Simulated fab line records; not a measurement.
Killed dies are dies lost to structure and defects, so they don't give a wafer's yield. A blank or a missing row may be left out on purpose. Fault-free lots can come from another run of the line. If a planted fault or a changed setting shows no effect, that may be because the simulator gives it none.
Which of the tools did it? | flow nandHarc | 38 wafers from 13 lots sampled at 5 of the route's 1159 steps

== WHAT EACH GAUGE READ, for each wafer ==
NHARC_END_SORT_01. Usual: killedAtArray 28, standard deviation 11; killedAtOther 0.5, standard deviation 0.85; killedAtPeriphery 2.7, standard deviation 1.9; killedDies 32, standard deviation 12; killedOpen 3.3, standard deviation 1.6; killedShort 2.1, standard deviation 1.5.
lot  | measured     | on        | killedAtArray | killedAtOther | killedAtPeriphery | killedDies | killedOpen | killedShort | flag
L528 | day 20 01:04 | prober-01 | 22 33 29      | 0 0 0         | 0 4 4             | 22 37 33   | 2 3 2      | 1 1 3       | 
L539 | day 23 20:25 | prober-01 | 51 42 32      | 0 0 1         | 4 2 2             | 55 44 35   | 6 4 2      | 2 1 4       | 
L543 | day 24 04:55 | prober-02 | 31 31 37      | 1 0 0         | 3 1 3             | 35 32 40   | 2 4 4      | 0 3 2       | 
L547 | day 24 21:24 | prober-01 | 41 32 25      | 1 0 1         | 2 7 3             | 44 39 29   | 2 5 0      | 2 3 3       | 

== WHAT TOOL EACH LOT RAN ON (gives the tool, then ch and the chambers of the sampled wafers, and finally the start) ==
lot  | NHARC_A_CONTACT_ETCH_75           | NHARC_A_CONTACT_ETCH_77                      | NHARC_A_CONTACT_ETCH_124           | NHARC_A_CONTACT_ETCH_125
L527 | rieDiel-09 ch 0,1,2, day 16 16:25 | rieDiel-09 ch 1,2, day 16 17:30 or earlier   | harCapEtch-02 ch 0,1, day 16 17:30 | harCapEtch-02 ch 0,1, day 16 17:41
L528 | rieDiel-03 ch 0,2, day 16 17:10   | rieDiel-03 ch 0,1, day 16 18:13 or earlier   | harCapEtch-01 ch 0,1, day 16 18:13 | harCapEtch-01 ch 0,1, day 16 18:25
L526 | rieDiel-03 ch 0,1,3, day 17 02:08 | rieDiel-03 ch 1,3, day 17 03:10 or earlier   | harCapEtch-02 ch 0,1, day 17 03:10 | harCapEtch-02 ch 0,1, day 17 03:22
L531 | rieDiel-02 ch 0,1,3, day 17 18:08 | rieDiel-02 ch 1,2,3, day 17 19:15 or earlier | harCapEtch-02 ch 0,1, day 17 19:15 | harCapEtch-02 ch 0,1, day 17 19:27
L532 | rieDiel-09 ch 0,1,3, day 17 22:59 | rieDiel-09 ch 0,1,2, day 18 00:06 or earlier | harCapEtch-01 ch 0,1, day 18 00:06 | harCapEtch-01 ch 0,1, day 18 00:16
L535 | rieDiel-02 ch 0,3, day 19 03:19   | rieDiel-02 ch 1,2, day 19 04:26 or earlier   | harCapEtch-02 ch 1, day 19 04:26   | harCapEtch-02 ch 1, day 19 04:38
L538 | rieDiel-09 ch 1,2,3, day 20 04:07 | rieDiel-09 ch 1,2, day 20 05:13 or earlier   | harCapEtch-03 ch 0,1, day 20 05:13 | harCapEtch-03 ch 0,1, day 20 05:34
L539 | rieDiel-09 ch 0,2,3, day 20 15:34 | rieDiel-09 ch 1,2,3, day 20 16:36 or earlier | harCapEtch-02 ch 0,1, day 20 16:36 | harCapEtch-02 ch 0,1, day 20 16:48
L543 | rieDiel-03 ch 1,2,3, day 20 21:04 | rieDiel-03 ch 1,2,3, day 20 22:08 or earlier | harCapEtch-03 ch 0,1, day 20 22:08 | harCapEtch-03 ch 0,1, day 20 22:23
L545 | rieDiel-03 ch 1,2,3, day 21 13:14 | rieDiel-03 ch 1,2, day 21 14:23 or earlier   | harCapEtch-01 ch 0,1, day 21 14:23 | harCapEtch-01 ch 0,1, day 21 14:34
L547 | rieDiel-03 ch 1,2,3, day 21 22:25 | rieDiel-03 ch 0,3, day 21 23:38 or earlier   | harCapEtch-03 ch 0,1, day 21 23:38 | harCapEtch-03 ch 0,1, day 21 23:49
L548 | rieDiel-03 ch 0,2,3, day 22 07:20 | rieDiel-03 ch 0,2,3, day 22 08:23 or earlier | harCapEtch-01 ch 0,1, day 22 08:23 | harCapEtch-01 ch 0,1, day 22 08:35
L549 | rieDiel-09 ch 0,2,3, day 22 21:22 | rieDiel-09 ch 0,1,2, day 22 22:28 or earlier | harCapEtch-01 ch 0,1, day 22 22:28 | harCapEtch-01 ch 0,1, day 22 22:40
- NHARC_A_CONTACT_ETCH_75: etches the open film in CF4, target depth 39 nm, time 65 s.
- NHARC_A_CONTACT_ETCH_77: etches the open film in CF4/CHF3, target depth 72.6 nm, time 36.3 s.
- NHARC_A_CONTACT_ETCH_124: etches the open film in C4F8/O2/Ar, time 140 s, target depth 700 nm.
- NHARC_A_CONTACT_ETCH_125: etches the open film in C4F8/O2/Ar, time 155 s, target depth 956 nm.

== WHAT THE TOOLS THEMSELVES READ (means of the sampled wafers that have a number; where no wafer has one, the mark that the record gives instead) ==
NHARC_A_CONTACT_ETCH_75. Usual: drypumpMotorCurrentA 5.8 A, standard deviation 0.3; mfcArSccm 0.005 sccm, standard deviation 0.0092; oesProductAu 1.001 a.u., standard deviation 0.0085; rfVppV 151.1 V, standard deviation 1.3; showerheadPlenumPTorr 1.76 Torr, standard deviation 0.082; throttleValvePct 13.281 %, standard deviation 0.0094.
lot  | tool       | drypumpMotorCurrentA (A) | mfcArSccm (sccm) | oesProductAu (a.u.) | rfVppV (V) | showerheadPlenumPTorr (Torr) | throttleValvePct (%) | flag
L527 | rieDiel-09 | 5.8                      | 0.000            | 1.000               | 150.4      | 1.66                         | 13.276               | 
L528 | rieDiel-03 | 5.9                      | 0.020            | 0.994               | 151.6      | 1.81                         | 13.277               | 
L526 | rieDiel-03 | 5.7                      | 0.012            | 1.001               | 151.9      | 1.74                         | 13.283               | 
L531 | rieDiel-02 | 5.9                      | 0.000            | 0.993               | 152.3      | 1.84                         | 13.286               | 
L532 | rieDiel-09 | 5.8                      | 0.000            | 1.003               | 151.1      | 1.71                         | 13.279               | 
L535 | rieDiel-02 | 6.3                      | 0.000            | 0.934               | 152.4      | 1.80                         | 13.285               | OFF
L538 | rieDiel-09 | 5.9                      | 0.000            | 1.000               | 152.1      | 1.79                         | 13.285               | 
L539 | rieDiel-09 | 6.0                      | 0.000            | 1.001               | 151.6      | 1.79                         | 13.277               | 
L543 | rieDiel-03 | 5.8                      | 0.015            | 1.007               | 151.0      | 1.75                         | 13.289               | 
L545 | rieDiel-03 | 5.7                      | 0.015            | 1.004               | 150.5      | 1.75                         | 13.286               | 
L547 | rieDiel-03 | 5.7                      | 0.015            | 1.006               | 151.3      | 1.75                         | 13.290               | 
L548 | rieDiel-03 | 5.8                      | 0.012            | 1.007               | 150.8      | 1.74                         | 13.279               | 
L549 | rieDiel-09 | 6.0                      | 0.000            | 1.006               | 151.4      | 1.79                         | 13.281               | 

NHARC_A_CONTACT_ETCH_77. Usual: drypumpMotorCurrentA 5.8 A, standard deviation 0.3; mfcArSccm 0.005 sccm, standard deviation 0.0091; oesProductAu 0.932 a.u., standard deviation 0.017; rfVppV 370.2 V, standard deviation 2.6; showerheadPlenumPTorr 1.56 Torr, standard deviation 0.074; throttleValvePct 16.802 %, standard deviation 0.009.
lot  | tool       | drypumpMotorCurrentA (A) | mfcArSccm (sccm) | oesProductAu (a.u.) | rfVppV (V) | showerheadPlenumPTorr (Torr) | throttleValvePct (%) | flag
L527 | rieDiel-09 | 5.7                      | 0.000            | 0.927               | 367.5      | 1.48                         | 16.800               | 
L528 | rieDiel-03 | 5.7                      | 0.020            | 0.932               | 370.6      | 1.57                         | 16.810               | 
L526 | rieDiel-03 | 5.7                      | 0.008            | 0.923               | 369.0      | 1.53                         | 16.804               | 
L531 | rieDiel-02 | 5.8                      | 0.000            | 0.957               | 371.9      | 1.63                         | 16.805               | 
L532 | rieDiel-09 | 5.8                      | 0.000            | 0.956               | 367.4      | 1.48                         | 16.804               | 
L535 | rieDiel-02 | 5.3                      | 0.000            | 0.934               | 371.6      | 1.60                         | 16.799               | 
L538 | rieDiel-09 | 5.7                      | 0.000            | 0.925               | 370.1      | 1.56                         | 16.793               | 
L539 | rieDiel-09 | 5.8                      | 0.000            | 0.919               | 370.7      | 1.59                         | 16.797               | 
L543 | rieDiel-03 | 5.7                      | 0.015            | 0.929               | 369.8      | 1.56                         | 16.807               | 
L545 | rieDiel-03 | 5.7                      | 0.023            | 0.924               | 371.0      | 1.59                         | 16.797               | 
L547 | rieDiel-03 | 5.8                      | 0.009            | 0.922               | 368.7      | 1.53                         | 16.803               | 
L548 | rieDiel-03 | 5.8                      | 0.012            | 0.929               | 370.1      | 1.55                         | 16.799               | 
L549 | rieDiel-09 | 5.8                      | 0.000            | 0.923               | 369.7      | 1.56                         | 16.809               | 

== THE ANSWER, worked out from the rows above alone ==
Rule: lot off if the mean of its wafers having a number is beyond 3 standard deviations from the usual mean. Also off: a lot with no number at a reading for which 4 or more lots have one. Any other lot the step has rows for is counted as sound. After the gauges, taken in route order, come the tools' own readings; for these a lot's mean is taken, as printed above. The first step at which some lot is off is used, and at that step the reading that is off furthest; a lot without a number counts as furthest.
Off, at NHARC_A_CONTACT_ETCH_75 on oesProductAu: L535.
If a tool, at that step or one of the process steps before it, ran each lot that is off and ran no sound lot following the first of them, it fits. One fits: NHARC_A_CONTACT_ETCH_75 on rieDiel-02. A fault onset in the window from L531 (day 17 18:08, its last sound lot) to L535 (day 19 03:19, its first lot off) fits.
On the lots that are off, the tool's own readings at NHARC_A_CONTACT_ETCH_75 differ by more than 5 times the standard deviation of the sound lots' means, which bears it out; oesProductAu reads 0.934 a.u. there versus 1.002 a.u. on the sound lots.

== WHAT THE SIMULATOR HAD PUT IN ==
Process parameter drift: rieDiel-02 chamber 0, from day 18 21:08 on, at NHARC_A_CONTACT_ETCH_75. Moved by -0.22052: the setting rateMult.
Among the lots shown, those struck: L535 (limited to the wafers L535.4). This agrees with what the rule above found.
